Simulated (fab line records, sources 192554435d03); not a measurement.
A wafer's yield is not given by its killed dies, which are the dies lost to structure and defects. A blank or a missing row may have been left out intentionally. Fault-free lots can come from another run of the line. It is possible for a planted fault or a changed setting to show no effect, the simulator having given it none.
fab line records	flow n5-finfet
[record] lots = 24	wafers = 72	last-day = 20
route steps=1938 shown SPACER0@260 SD_EPI_N@278 ILD0@340 SDB@361
lots that met no fault: taken from a fault-free run of the same line
start-h: hours from the record's opening day to when the first of the lot's shown wafers began	wait-h: hours from the lot's prior step to this one	" identical to the entry in the row above	L1.1+2: a single row standing in for several wafers	- no value present, or no start provided	* or withheld: withheld	< > ~ a bound
route shown NAME@n: names a module that has steps shown in the file, with the first one's number in the route	usual: mean/standard deviation taken from wafers without a fault	same: alike in all rows	chamber/n: place in a boat	sites: readings site by site	_std_site: their standard deviation	_edge_site: mean of outer sites minus mean of inner sites	radius-mm: how far each site lies from the wafer's centre	mask NAME#n: copy n	behind: the most recent tool/chamber to have shaped the wafer	hold: reason for holding the lot/hours on hold/outcome of the hold	device: names the non-switching transistor (n, p or np)	end of line: at the end of the route, the tests of the same wafers	a step with no rows: only its recipe	killed: at the first sort, the dies lost to defects and structure; wafer yield is something else	map: a wafer's dies, marking killed ones x, the rest . and places with no die _
set.NAME: the setting the step ran with; set.NAME@STEP: the setting that earlier step ran with	model.NAME: the simulator's own value behind a step, which no gauge read
one table for each step of the route and one row for each wafer, over a sample of lots
services: the hour from which a tool's chamber was out of use, counted from the record's first day as start-h (under 0 if before that day), plus the number of hours and why
[[steps]]
[step N5_SPACER0_ALD_08]
[recipe] material = SiNx	target-thk-a = 20	temp-c = 400	ald-precursor-family = SiH2I2	ald-co-reactant = N2/H2-plasma	pressure-torr = 2
[usual] heater-power-w = 828/86
lot.wafer	tool	chamber	start-h	wait-h	heater-power-w
L074.2	ald-sin-02	1	50.35	0.1	839
L074.3	"	2	"	"	806
L074.5	"	3	"	"	933
L075.1	ald-sin-04	2	57.80	0.1	762
L075.5	"	1	"	"	673
L075.6	"	2	"	"	763
L076.2	ald-sin-01	1	60.88	0.1	811
L076.3	"	2	"	"	750
L076.5	"	3	"	"	934
L077.4	ald-sin-02	0	68.12	0.1	848
L077.5	"	1	"	"	825
L077.6	"	0	"	"	834
L078.1	ald-sin-02	0	73.58	0.1	852
L078.2	"	2	"	"	805
L078.6	"	3	"	"	955
L079.3	ald-sin-04	1	80.15	0.1	698
L079.5	"	3	"	"	761
L079.6	"	0	"	"	901
L080.3	ald-sin-04	3	85.32	0.1	771
L080.4	"	2	"	"	741
L080.6	"	2	"	"	754
L081.2	ald-sin-01	3	94.20	0.1	926
L081.5	"	1	"	"	784
L081.6	"	0	"	"	838
L082.2	ald-sin-04	0	98.20	0.1	896
L082.4	"	3	"	"	738
L082.5	"	3	"	"	715
L083.2	ald-sin-01	0	103.06	0.1	864
L083.5	"	1	"	"	789
L083.6	"	0	"	"	866
L084.1	ald-sin-04	3	110.31	0.1	747
L084.3	"	1	"	"	711
L084.4	"	0	"	"	898
L085.1	ald-sin-01	3	113.40	0.1	959
L085.2	"	1	"	"	797
L085.5	"	3	"	"	942
L086.2	ald-sin-02	2	121.99	0.1	818
L086.4	"	0	"	"	841
L086.6	"	3	"	"	1019
L087.2	ald-sin-02	3	128.05	0.1	985
L087.5	"	3	"	"	985
L087.6	"	2	"	"	813
L088.1	ald-sin-02	3	130.95	0.1	1007
L088.2	"	0	"	"	818
L088.4	"	1	"	"	753
L089.1	ald-sin-04	2	140.17	0.1	756
L089.2	"	3	"	"	746
L089.6	"	3	"	"	764
L090.2	ald-sin-01	2	148.58	0.1	746
L090.4	"	0	"	"	859
L090.6	"	2	"	"	756
L091.2	ald-sin-02	3	150.65	0.1	992
L091.4	"	1	"	"	745
L091.6	"	3	"	"	990
L092.3	ald-sin-04	3	156.88	0.1	745
L092.4	"	1	"	"	704
L092.5	"	2	"	"	760
L093.1	ald-sin-02	3	164.51	0.1	1011
L093.2	"	0	"	"	805
L093.5	"	3	"	"	987
L094.2	ald-sin-01	0	169.36	0.1	839
L094.3	"	3	"	"	944
L094.5	"	3	"	"	946
L095.1	ald-sin-02	2	174.28	0.1	801
L095.4	"	3	"	"	995
L095.5	"	2	"	"	823
L096.1	ald-sin-02	2	179.28	0.1	813
L096.4	"	1	"	"	771
L096.6	"	1	"	"	751
L097.1	ald-sin-02	0	188.03	0.1	829
L097.4	"	3	"	"	1008
L097.6	"	3	"	"	994
[step N5_SD_EPI_N_ETCH_45]
[recipe] chemistry = CH3F/O2	target = SiOCN	target-depth-a = 60	mask-material = SOC	ion-energy-ev = 60	bias-w = 29	pressure-mtorr = 15	source-w = 410	Ar_flow_sccm = 150	CH3F_flow_sccm = 30	O2_flow_sccm = 20
[usual] drypump-motor-current-A = 5.47/0.21	mfc-ar-sccm = 150.0/0.49	oes-product-au = 0.81/0.082	rf-vpp-V = 127.5/0.95	showerhead-plenum-p-Torr = 2.00/0.063	throttle-valve-pct = 23.27/0.23
lot.wafer	tool	chamber	start-h	wait-h	drypump-motor-current-A	mfc-ar-sccm	oes-product-au	rf-hours-counter-h	rf-vpp-V	showerhead-plenum-p-Torr	throttle-valve-pct
L074.2	rie-diel-03	3	51.49	0.1	5.29	150.4	0.98	1	128.6	2.04	23.48
L074.3	"	2	"	"	5.59	150.7	0.79	101	124.9	1.85	23.25
L074.5	"	3	"	"	5.30	150.3	0.98	-	127.7	2.04	23.47
L075.1	rie-diel-03	3	60.13	0.1	5.32	149.9	0.96	6	129.1	2.04	23.47
L075.5	"	3	"	"	5.33	150.2	0.96	-	127.8	2.03	23.48
L075.6	"	0	"	"	5.43	149.5	0.77	-	128.0	2.01	23.21
L076.2	rie-diel-06	3	62.04	0.1	5.32	150.5	0.84	86	126.5	2.02	23.38
L076.3	"	0	"	"	5.52	150.1	0.78	140	127.5	1.92	23.49
L076.5	"	1	"	"	5.85	150.3	0.85	-	128.2	2.03	22.85
L077.4	rie-diel-05	1	69.44	0.1	5.54	150.5	0.70	215	128.1	2.05	23.48
L077.5	"	0	"	"	5.11	149.5	0.77	-	128.2	2.08	23.59
L077.6	"	1	"	"	5.55	149.8	0.70	-	127.9	2.05	23.49
L078.1	rie-diel-03	1	74.61	0.1	5.47	150.3	0.99	2	128.2	2.04	22.87
L078.2	"	3	"	"	5.29	150.1	0.92	13	127.8	2.03	23.49
L078.6	"	3	"	"	5.28	149.6	0.93	-	127.8	2.03	23.47
L079.3	rie-diel-03	2	81.37	0.1	5.59	149.6	0.77	111	125.4	1.84	23.29
L079.5	"	1	"	"	5.45	149.8	0.98	-	127.1	2.04	22.87
L079.6	"	2	"	"	5.60	149.9	0.77	-	127.8	1.84	23.26
L080.3	rie-diel-06	3	87.43	0.1	5.30	150.1	0.82	94	127.9	2.02	23.41
L080.4	"	2	"	"	5.28	150.9	0.75	159	126.5	2.00	23.02
L080.6	"	2	"	"	5.28	150.1	0.75	-	128.6	2.00	23.03
L081.2	rie-diel-03	0	95.36	0.1	5.44	149.6	0.75	136	128.2	2.00	23.23
L081.5	"	1	"	"	5.40	150.3	0.95	-	129.2	2.04	22.89
L081.6	"	2	"	"	5.60	150.1	0.78	-	126.3	1.84	23.27
L082.2	rie-diel-06	2	99.24	0.1	5.28	149.8	0.74	162	127.4	1.99	23.02
L082.4	"	3	"	"	5.32	149.4	0.83	97	127.5	2.02	23.39
L082.5	"	0	"	"	5.51	150.1	0.77	-	126.9	1.91	23.50
L083.2	rie-diel-06	0	104.57	0.1	5.55	149.4	0.76	154	126.7	1.91	23.52
L083.5	"	0	"	"	5.57	150.4	0.76	-	127.4	1.91	23.50
L083.6	"	3	"	"	5.30	150.1	0.82	-	128.0	2.01	23.41
L084.1	rie-diel-03	2	111.34	0.1	5.62	149.5	0.78	121	126.5	1.84	23.28
L084.3	"	3	"	"	5.26	149.9	0.90	25	127.3	2.03	23.49
L084.4	"	1	"	"	5.47	150.5	0.94	15	126.6	2.03	22.89
L085.1	rie-diel-05	0	114.44	0.1	5.11	149.4	0.76	144	127.8	2.08	23.63
L085.2	"	2	"	"	5.89	150.8	0.74	175	127.8	1.99	23.19
L085.5	"	0	"	"	5.11	149.1	0.75	-	128.1	2.08	23.61
L086.2	rie-diel-03	3	123.15	0.1	5.26	150.3	0.89	29	126.2	2.03	23.52
L086.4	"	0	"	"	5.47	149.6	0.75	146	127.8	2.00	23.24
L086.6	"	2	"	"	5.61	149.3	0.78	-	127.0	1.84	23.28
L087.2	rie-diel-05	1	129.21	0.1	5.55	150.7	0.69	238	126.9	2.05	23.51
L087.5	"	1	"	"	5.55	149.3	0.70	-	128.5	2.04	23.52
L087.6	"	2	"	"	5.89	150.3	0.74	-	127.2	1.99	23.17
L088.1	rie-diel-06	3	132.30	0.1	5.34	149.4	0.82	110	128.9	2.01	23.42
L088.2	"	2	"	"	5.26	150.0	0.74	175	128.0	1.99	23.05
L088.4	"	0	"	"	5.55	149.5	0.76	164	126.2	1.91	23.51
L089.1	rie-diel-03	2	141.33	0.1	5.60	149.7	0.77	132	126.9	1.84	23.30
L089.2	"	1	"	"	5.46	148.9	0.93	27	127.6	2.03	22.90
L089.6	"	1	"	"	5.46	149.9	0.91	-	129.0	2.03	22.91
L090.2	rie-diel-06	1	149.78	0.1	5.88	151.3	0.81	76	127.1	2.03	22.88
L090.4	"	3	"	"	5.30	149.7	0.81	117	127.3	2.01	23.42
L090.6	"	2	"	"	5.27	150.2	0.73	-	127.1	1.99	23.09
L091.2	rie-diel-03	1	151.81	0.1	5.46	149.7	0.90	31	128.7	2.03	22.91
L091.4	"	2	"	"	5.61	150.1	0.76	136	125.0	1.84	23.30
L091.6	"	1	"	"	5.47	150.0	0.90	-	126.7	2.03	22.92
L092.3	rie-diel-05	2	158.04	0.1	5.94	149.7	0.72	190	126.6	1.99	23.21
L092.4	"	1	"	"	5.57	149.8	0.68	248	128.2	2.04	23.52
L092.5	"	3	"	"	5.60	150.0	0.93	-	127.7	2.04	23.20
L093.1	rie-diel-05	0	165.54	0.1	5.12	150.6	0.75	160	128.9	2.07	23.63
L093.2	"	2	"	"	5.90	149.5	0.73	192	126.7	1.99	23.22
L093.5	"	3	"	"	5.60	150.3	0.91	-	127.2	2.04	23.20
L094.2	rie-diel-06	3	171.06	0.1	5.34	150.0	0.80	123	126.6	2.01	23.44
L094.3	"	2	"	"	5.27	149.5	0.72	190	128.1	1.99	23.08
L094.5	"	3	"	"	5.33	150.1	0.79	-	127.2	2.01	23.44
L095.1	rie-diel-06	0	175.44	0.1	5.50	150.6	0.75	179	125.9	1.90	23.53
L095.4	"	2	"	"	5.28	149.6	0.73	192	128.2	1.98	23.09
L095.5	"	2	"	"	5.27	149.4	0.72	-	126.0	1.98	23.07
L096.1	rie-diel-05	0	180.75	0.1	5.12	149.6	0.74	169	127.8	2.07	23.64
L096.4	"	3	"	"	5.61	149.1	0.91	-	127.6	2.03	23.20
L096.6	"	0	"	"	5.12	149.8	0.74	-	129.9	2.07	23.65
L097.1	rie-diel-03	0	189.19	0.1	5.44	149.9	0.73	169	127.3	1.99	23.28
L097.4	"	3	"	"	5.31	150.5	0.86	51	126.3	2.02	23.54
L097.6	"	3	"	"	5.30	150.5	0.85	-	126.0	2.02	23.54
[step N5_ILD0_CMP_07]
[recipe] stop-on = poly-Si	material = SiO2_flowable	t-overpolish-s = 1.18	post-cmp-clean = alkaline-brush	down-force-psi = 4.1491	platen-rpm = 51.796	pad-velocity-m-s = 1.0306	target-thk-nm = 138.88
[usual] motor-current-A = 12.0/0.76
lot.wafer	tool	chamber	start-h	wait-h	motor-current-A
L074.3	cmp-02	2	63.03	0.1	11.6
L074.2	"	1	"	"	12.4
L074.5	"	2	"	"	11.9
L075.1	cmp-02	2	72.03	0.1	12.0
L075.6	"	0	"	"	10.9
L075.5	"	1	"	"	11.4
L076.2	cmp-02	0	75.41	0.0	10.8
L076.3	"	2	"	"	11.4
L076.5	"	0	"	"	11.4
L077.4	cmp-01	2	80.93	0.1	12.5
L077.5	"	0	"	"	11.7
L077.6	"	1	"	"	12.1
L078.1	cmp-03	1	86.78	0.1	12.5
L078.2	"	2	"	"	11.4
L078.6	"	0	"	"	13.9
L079.3	cmp-03	3	93.36	0.1	11.3
L079.6	"	0	"	"	14.7
L079.5	"	1	"	"	12.5
L080.4	cmp-02	1	100.28	0.1	11.6
L080.3	"	3	"	"	12.2
L080.6	"	0	"	"	10.8
L081.2	cmp-03	3	106.65	0.1	11.4
L081.5	"	2	"	"	11.8
L081.6	"	3	"	"	11.2
L082.4	cmp-01	1	110.56	0.0	11.9
L082.2	"	2	"	"	12.4
L082.5	"	2	"	"	11.7
L083.2	cmp-03	0	118.20	0.1	14.6
L083.6	"	1	"	"	12.0
L083.5	"	2	"	"	11.2
L084.3	cmp-01	0	122.55	0.0	12.4
L084.1	"	2	"	"	12.2
L084.4	"	3	"	"	12.0
L085.1	cmp-02	0	126.38	0.0	11.6
L085.2	"	1	"	"	11.9
L085.5	"	1	"	"	12.4
L086.2	cmp-02	1	136.11	0.2	11.9
L086.4	"	3	"	"	11.7
L086.6	"	1	"	"	11.6
L087.2	cmp-03	3	142.46	0.0	11.1
L087.6	"	3	"	"	11.3
L087.5	"	0	"	"	14.1
L088.4	cmp-02	2	145.74	0.0	12.0
L088.2	"	0	"	"	11.5
L088.1	"	1	"	"	11.3
L089.1	cmp-03	3	152.50	0.1	10.5
L089.2	"	0	"	"	13.3
L089.6	"	3	"	"	11.3
L090.4	cmp-02	2	161.13	0.1	11.8
L090.2	"	3	"	"	12.4
L090.6	"	0	"	"	11.3
L091.2	cmp-03	2	163.24	0.1	11.2
L091.4	"	3	"	"	11.4
L091.6	"	1	"	"	13.1
L092.3	cmp-02	2	169.75	0.2	11.6
L092.4	"	3	"	"	12.2
L092.5	"	1	"	"	11.2
L093.2	cmp-03	0	178.53	0.1	13.4
L093.1	"	1	"	"	11.5
L093.5	"	2	"	"	11.5
L094.2	cmp-02	0	182.90	0.1	11.5
L094.3	"	1	"	"	11.1
L094.5	"	2	"	"	12.5
L095.4	cmp-01	2	188.70	0.0	11.9
L095.1	"	3	"	"	12.1
L095.5	"	2	"	"	12.2
L096.4	cmp-01	1	194.57	0.1	11.5
L096.1	"	2	"	"	12.1
L096.6	"	0	"	"	12.1
L097.4	cmp-02	2	202.38	0.1	11.9
L097.1	"	3	"	"	12.1
L097.6	"	1	"	"	12.3
[step N5_ILD0_CMP_12]
[recipe] stop-on = poly-Si	material = SiNx	t-overpolish-s = 6	post-cmp-clean = alkaline-brush	down-force-psi = 2.5	platen-rpm = 51.8	pad-velocity-m-s = 1.0307	target-thk-nm = 17.67
[usual] motor-current-A = 8.7/0.54	overpolish-run-s = 6.000/0.0089	time-to-endpoint-s = 28.5/2.1
lot.wafer	tool	chamber	start-h	wait-h	motor-current-A	overpolish-run-s	time-to-endpoint-s
L074.2	cmp-02	2	66.24	1.1	8.2	5.993	29.3
L074.3	"	3	"	"	8.5	5.996	30.9
L074.5	"	2	"	"	8.7	6.012	32.3
L075.1	cmp-02	0	75.21	1.2	8.2	5.990	29.8
L075.6	"	3	"	"	8.6	5.995	32.3
L075.5	"	0	"	"	8.2	5.997	29.4
L076.2	cmp-02	2	78.95	1.1	8.6	5.996	29.1
L076.3	"	1	"	"	8.4	6.005	31.1
L076.5	"	2	"	"	8.8	5.992	28.7
L077.4	cmp-01	3	84.14	1.2	8.8	5.987	29.1
L077.5	"	1	"	"	8.7	6.010	24.6
L077.6	"	2	"	"	9.2	6.001	28.2
L078.1	cmp-03	1	89.96	1.1	9.2	5.995	27.0
L078.2	"	2	"	"	8.7	5.978	28.9
L078.6	"	1	"	"	9.0	5.991	25.9
L079.3	cmp-02	3	96.53	1.1	8.7	5.993	34.7
L079.5	"	3	"	"	8.4	6.002	32.3
L079.6	"	0	"	"	8.3	5.997	32.1
L080.4	cmp-02	1	104.11	0.0	8.3	6.001	30.8
L080.3	"	3	"	"	8.7	5.994	29.4
L080.6	"	1	"	"	8.9	5.998	30.0
L081.2	cmp-01	1	110.12	1.4	9.2	5.985	26.3
L081.6	"	2	"	"	9.1	6.001	28.7
L081.5	"	3	"	"	9.1	5.998	25.4
L082.2	cmp-01	0	113.82	1.2	9.1	5.993	28.0
L082.4	"	2	"	"	9.7	5.996	28.4
L082.5	"	3	"	"	8.9	5.995	25.9
L083.2	cmp-01	1	121.31	1.1	9.2	5.994	27.8
L083.6	"	1	"	"	9.5	6.014	29.9
L083.5	"	2	"	"	8.8	6.003	31.9
L084.3	cmp-02	0	125.77	1.1	7.8	5.996	29.0
L084.1	"	1	"	"	8.7	6.003	30.5
L084.4	"	3	"	"	9.1	5.996	27.7
L085.2	cmp-02	2	129.63	1.2	8.4	5.992	28.6
L085.1	"	3	"	"	8.7	6.014	29.6
L085.5	"	2	"	"	8.9	6.004	30.2
L086.4	cmp-03	3	139.40	0.1	8.0	5.991	29.0
L086.2	"	0	"	"	10.5	6.003	28.8
L086.6	"	1	"	"	9.1	6.017	27.8
L087.2	cmp-01	0	145.95	1.2	9.4	6.020	26.8
L087.6	"	1	"	"	8.8	6.002	26.5
L087.5	"	2	"	"	9.4	5.994	31.0
L088.1	cmp-03	2	148.96	1.1	8.4	6.009	28.0
L088.2	"	3	"	"	8.4	5.996	29.6
L088.4	"	1	"	"	8.6	5.999	26.6
L089.1	cmp-03	0	155.68	1.1	10.0	6.002	27.4
L089.2	"	1	"	"	9.1	6.009	24.9
L089.6	"	1	"	"	8.4	5.987	27.1
L090.4	cmp-03	1	164.26	1.1	8.8	5.993	25.6
L090.2	"	2	"	"	8.3	6.007	25.0
L090.6	"	1	"	"	8.8	6.005	23.0
L091.2	cmp-02	3	166.93	1.3	8.6	6.000	29.0
L091.4	"	1	"	"	8.7	5.985	30.4
L091.6	"	3	"	"	8.6	6.013	27.9
L092.3	cmp-02	3	173.00	1.2	8.6	6.005	27.7
L092.4	"	0	"	"	8.0	5.979	30.4
L092.5	"	2	"	"	8.1	6.000	26.9
L093.1	cmp-03	3	181.91	1.1	8.4	6.000	28.2
L093.2	"	2	"	"	8.8	5.995	26.4
L093.5	"	0	"	"	10.7	5.988	25.6
L094.2	cmp-01	0	186.12	1.2	9.3	6.001	24.9
L094.3	"	1	"	"	8.9	6.009	23.5
L094.5	"	2	"	"	8.8	6.006	28.6
L095.4	cmp-02	0	192.33	1.2	8.5	6.015	29.9
L095.1	"	1	"	"	8.7	6.002	29.9
L095.5	"	2	"	"	8.4	5.997	27.4
L096.4	cmp-01	2	197.76	1.1	9.0	6.006	31.2
L096.1	"	0	"	"	9.4	6.010	27.9
L096.6	"	3	"	"	8.7	6.000	29.3
L097.1	cmp-02	2	205.61	1.1	8.9	5.992	27.2
L097.4	"	0	"	"	8.3	6.004	28.8
L097.6	"	3	"	"	8.7	6.000	29.8
[step N5_ILD0_INSPECT_06]
[recipe] inspect-instrument = darkfield	mode = post-cmp
[usual] raw-defect-count = 36/16
lot.wafer	tool	chamber	start-h	wait-h	raw-defect-count
L074.2	defect-inspect-02	-	66.56	0.0	22
L074.3	"	-	"	"	54
L074.5	"	-	"	"	58
L075.1	defect-inspect-01	-	75.49	0.0	18
L075.5	"	-	"	"	39
L075.6	"	-	"	"	32
L076.2	defect-inspect-01	-	79.27	0.0	37
L076.3	"	-	"	"	27
L076.5	"	-	"	"	50
L077.4	defect-inspect-02	-	84.39	0.0	35
L077.5	"	-	"	"	24
L077.6	"	-	"	"	22
L078.1	defect-inspect-02	-	90.28	0.0	14
L078.2	"	-	"	"	33
L078.6	"	-	"	"	45
L079.3	defect-inspect-02	-	96.85	0.0	85
L079.5	"	-	"	"	35
L079.6	"	-	"	"	31
L080.3	defect-inspect-02	-	104.43	0.0	14
L080.4	"	-	"	"	24
L080.6	"	-	"	"	19
L081.2	defect-inspect-01	-	110.33	0.0	27
L081.5	"	-	"	"	44
L081.6	"	-	"	"	59
L082.2	defect-inspect-02	-	114.11	0.0	56
L082.4	"	-	"	"	48
L082.5	"	-	"	"	31
L083.2	defect-inspect-01	-	121.63	0.0	26
L083.5	"	-	"	"	28
L083.6	"	-	"	"	18
L084.1	defect-inspect-02	-	126.09	0.0	21
L084.3	"	-	"	"	21
L084.4	"	-	"	"	54
L085.1	defect-inspect-01	-	129.91	0.0	26
L085.2	"	-	"	"	22
L085.5	"	-	"	"	26
L086.2	defect-inspect-02	-	139.64	0.0	74
L086.4	"	-	"	"	91
L086.6	"	-	"	"	75
L087.2	defect-inspect-02	-	146.15	0.0	41
L087.5	"	-	"	"	21
L087.6	"	-	"	"	16
L088.1	defect-inspect-01	-	149.28	0.0	34
L088.2	"	-	"	"	48
L088.4	"	-	"	"	28
L089.1	defect-inspect-01	-	156.00	0.0	22
L089.2	"	-	"	"	27
L089.6	"	-	"	"	37
L090.2	defect-inspect-02	-	164.58	0.0	17
L090.4	"	-	"	"	28
L090.6	"	-	"	"	34
L091.2	defect-inspect-02	-	167.21	0.0	50
L091.4	"	-	"	"	29
L091.6	"	-	"	"	59
L092.3	defect-inspect-01	-	173.25	0.0	37
L092.4	"	-	"	"	46
L092.5	"	-	"	"	43
L093.1	defect-inspect-01	-	182.23	0.0	21
L093.2	"	-	"	"	45
L093.5	"	-	"	"	30
L094.2	defect-inspect-02	-	186.36	0.0	31
L094.3	"	-	"	"	31
L094.5	"	-	"	"	49
L095.1	defect-inspect-01	-	192.57	0.0	60
L095.4	"	-	"	"	43
L095.5	"	-	"	"	35
L096.1	defect-inspect-01	-	198.08	0.0	40
L096.4	"	-	"	"	34
L096.6	"	-	"	"	55
L097.1	defect-inspect-02	-	205.93	0.0	34
L097.4	"	-	"	"	33
L097.6	"	-	"	"	43
[step N5_SDB_ETCH_18]
[recipe] chemistry = N2/H2	target = SOC	target-depth-a = 1000	overetch-a = 200	mask-material = SiARC	temp-c = 40	time-s = 150	ion-energy-ev = 200	pressure-mtorr = 30	source-w = 840	bias-w = 150	n2-flow-sccm = 200	h2-flow-sccm = 200
[usual] drypump-motor-current-A = 5.51/0.24	n2-flow-sccm = 200.0/0.6	oes-product-au = 0.71/0.067	rf-vpp-V = 524.1/2.4	showerhead-plenum-p-Torr = 2.55/0.082	throttle-valve-pct = 17.78/0.23
[same] time-s = 150
lot.wafer	tool	chamber	start-h	wait-h	drypump-motor-current-A	n2-flow-sccm	oes-product-au	rf-hours-counter-h	rf-vpp-V	showerhead-plenum-p-Torr	throttle-valve-pct
L074.2	rie-diel-05	0	67.68	0.0	5.11	200.2	0.70	125	525.9	2.66	18.03
L074.3	"	1	"	"	5.55	201.4	0.64	214	527.9	2.62	18.11
L074.5	"	1	"	"	5.59	200.6	0.64	-	526.9	2.62	18.12
L075.1	rie-diel-05	0	76.15	0.0	5.13	199.8	0.70	128	527.9	2.66	18.03
L075.5	"	0	"	"	5.13	200.5	0.70	-	526.6	2.66	18.04
L075.6	"	2	"	"	5.91	199.0	0.67	-	524.1	2.54	17.58
L076.2	rie-diel-06	1	79.91	0.0	5.88	199.5	0.75	54	524.8	2.58	17.43
L076.3	"	0	"	"	5.54	200.5	0.69	146	519.5	2.43	17.91
L076.5	"	3	"	"	5.32	200.2	0.74	-	524.0	2.57	17.92
L077.4	rie-diel-05	0	84.98	0.1	5.12	199.1	0.69	-	526.5	2.65	18.04
L077.5	"	1	"	"	5.55	201.1	0.64	-	525.8	2.62	18.11
L077.6	"	2	"	"	5.91	199.7	0.67	-	524.7	2.54	17.60
L078.1	rie-diel-06	1	90.96	0.0	5.87	200.1	0.74	59	525.6	2.58	17.42
L078.2	"	2	"	"	5.26	200.3	0.66	160	522.2	2.54	17.57
L078.6	"	1	"	"	5.89	200.5	0.74	-	525.1	2.58	17.42
L079.3	rie-diel-03	3	97.54	0.0	5.32	200.4	0.81	20	524.8	2.59	17.92
L079.5	"	1	"	"	5.46	198.8	0.85	-	523.2	2.59	17.39
L079.6	"	0	"	"	5.43	200.1	0.67	-	524.6	2.55	17.69
L080.3	rie-diel-05	3	105.08	0.0	5.61	199.3	0.87	6	525.3	2.60	17.59
L080.4	"	0	"	"	5.13	199.2	0.69	141	526.4	2.65	18.07
L080.6	"	0	"	"	5.11	200.4	0.69	-	527.2	2.65	18.06
L081.2	rie-diel-06	2	110.97	0.0	5.28	199.9	0.67	166	525.1	2.54	17.58
L081.5	"	3	"	"	5.33	199.0	0.73	-	526.2	2.57	17.94
L081.6	"	2	"	"	5.27	200.0	0.66	-	524.0	2.54	17.58
L082.2	rie-diel-05	0	114.92	0.0	5.12	200.2	0.68	145	526.9	2.65	18.06
L082.4	"	2	"	"	5.93	200.9	0.67	175	522.1	2.53	17.61
L082.5	"	1	"	"	5.54	200.1	0.63	-	524.7	2.62	18.14
L083.2	rie-diel-03	1	122.27	0.0	5.46	200.9	0.83	20	525.0	2.59	17.41
L083.5	"	1	"	"	5.46	200.2	0.83	-	525.9	2.59	17.39
L083.6	"	2	"	"	5.60	199.2	0.69	-	518.1	2.35	17.80
L084.1	rie-diel-03	1	126.96	0.0	5.44	200.2	0.82	22	525.9	2.59	17.39
L084.3	"	2	"	"	5.62	200.9	0.69	127	517.7	2.34	17.77
L084.4	"	0	"	"	5.44	200.4	0.67	148	524.1	2.55	17.74
L085.1	rie-diel-06	0	130.56	0.0	5.51	199.6	0.68	163	521.7	2.42	17.93
L085.2	"	3	"	"	5.34	199.7	0.73	110	524.1	2.57	17.96
L085.5	"	3	"	"	5.38	199.7	0.72	-	523.7	2.56	17.97
L086.2	rie-diel-03	0	140.37	0.0	5.46	199.5	0.67	153	525.2	2.55	17.73
L086.4	"	2	"	"	5.59	199.2	0.69	132	519.3	2.34	17.79
L086.6	"	2	"	"	5.62	200.4	0.68	-	518.6	2.34	17.81
L087.2	rie-diel-06	3	146.81	0.0	5.33	200.0	0.72	116	524.2	2.56	17.97
L087.5	"	1	"	"	5.88	200.9	0.72	-	524.5	2.57	17.46
L087.6	"	2	"	"	5.29	200.0	0.65	-	524.7	2.53	17.61
L088.1	rie-diel-05	2	149.80	0.0	5.90	201.0	0.66	188	523.3	2.53	17.63
L088.2	"	1	"	"	5.54	199.2	0.63	245	524.6	2.61	18.16
L088.4	"	0	"	"	5.12	199.8	0.68	155	527.6	2.64	18.08
L089.1	rie-diel-05	0	156.55	0.0	5.13	200.7	0.68	157	528.4	2.64	18.09
L089.2	"	1	"	"	5.58	200.0	0.62	247	525.4	2.61	18.17
L089.6	"	0	"	"	5.14	198.9	0.67	-	526.9	2.64	18.11
L090.2	rie-diel-03	3	165.23	0.0	5.26	199.5	0.78	42	524.6	2.58	17.95
L090.4	"	1	"	"	5.46	199.6	0.80	35	525.7	2.58	17.43
L090.6	"	1	"	"	5.45	199.6	0.81	-	524.7	2.58	17.43
L091.2	rie-diel-06	0	167.86	0.0	5.52	200.4	0.67	176	520.7	2.42	17.97
L091.4	"	1	"	"	5.86	200.3	0.72	81	524.6	2.57	17.49
L091.6	"	2	"	"	5.29	200.1	0.65	-	525.3	2.53	17.61
L092.3	rie-diel-06	2	174.10	0.0	5.29	200.0	0.65	191	522.8	2.53	17.60
L092.4	"	3	"	"	5.31	200.6	0.71	125	523.6	2.56	17.99
L092.5	"	0	"	"	5.56	199.8	0.67	-	520.3	2.42	17.96
L093.1	rie-diel-05	2	182.88	0.0	5.94	199.4	0.66	202	521.8	2.52	17.66
L093.2	"	1	"	"	5.53	200.8	0.88	1	526.6	2.61	17.75
L093.5	"	1	"	"	5.58	201.0	0.88	-	526.1	2.61	17.76
L094.2	rie-diel-03	2	187.01	0.0	5.60	199.2	0.67	149	519.8	2.34	17.83
L094.3	"	1	"	"	5.44	200.3	0.79	44	525.6	2.58	17.44
L094.5	"	1	"	"	5.44	199.6	0.79	-	524.8	2.58	17.44
L095.1	rie-diel-05	1	193.22	0.0	5.52	199.9	0.87	3	525.7	2.61	17.76
L095.4	"	3	"	"	5.62	201.2	0.81	38	523.5	2.59	17.63
L095.5	"	2	"	"	5.93	199.4	0.64	-	523.5	2.52	17.66
L096.1	rie-diel-03	3	198.60	0.0	5.29	199.4	0.76	54	526.2	2.58	18.00
L096.4	"	1	"	"	5.48	200.4	0.78	47	524.2	2.58	17.45
L096.6	"	3	"	"	5.31	200.2	0.77	-	524.4	2.58	17.98
L097.1	rie-diel-05	0	206.77	0.0	5.13	200.0	0.66	178	526.2	2.63	18.14
L097.4	"	3	"	"	5.61	198.7	0.79	43	524.5	2.59	17.64
L097.6	"	3	"	"	5.61	199.7	0.79	-	524.1	2.59	17.66
[[services]]
tool	chamber	start-h	hours	kind
rie-diel-03	2	30.72	2.5	repair
cmp-02	-	30.98	7.2	pm
ald-sin-01	1	33.49	13.6	repair
ald-sin-04	1	35.32	14.6	repair
rie-diel-03	2	52.97	7.7	repair
cmp-01	-	59.45	6.1	repair
ald-sin-01	-	78.41	0.9	repair
ald-sin-02	-	85.25	14.0	pm
cmp-03	-	91.27	0.3	repair
cmp-02	-	107.60	12.0	pm
rie-diel-06	1	110.57	8.0	repair
cmp-02	-	119.64	4.0	pm
cmp-01	-	131.77	4.0	pm
cmp-03	-	153.03	0.3	repair
cmp-01	-	159.13	2.1	repair
ald-sin-04	-	164.23	2.8	pm
cmp-03	-	174.62	3.7	pm
ald-sin-04	-	177.68	14.0	pm
cmp-03	-	182.14	4.0	pm
rie-diel-05	2	191.71	1.3	repair
cmp-03	-	199.31	4.2	repair
cmp-02	-	201.20	1.1	repair
ald-sin-04	-	202.99	58.4	repair
cmp-01	-	203.65	1.3	repair
[[key]]
fault none
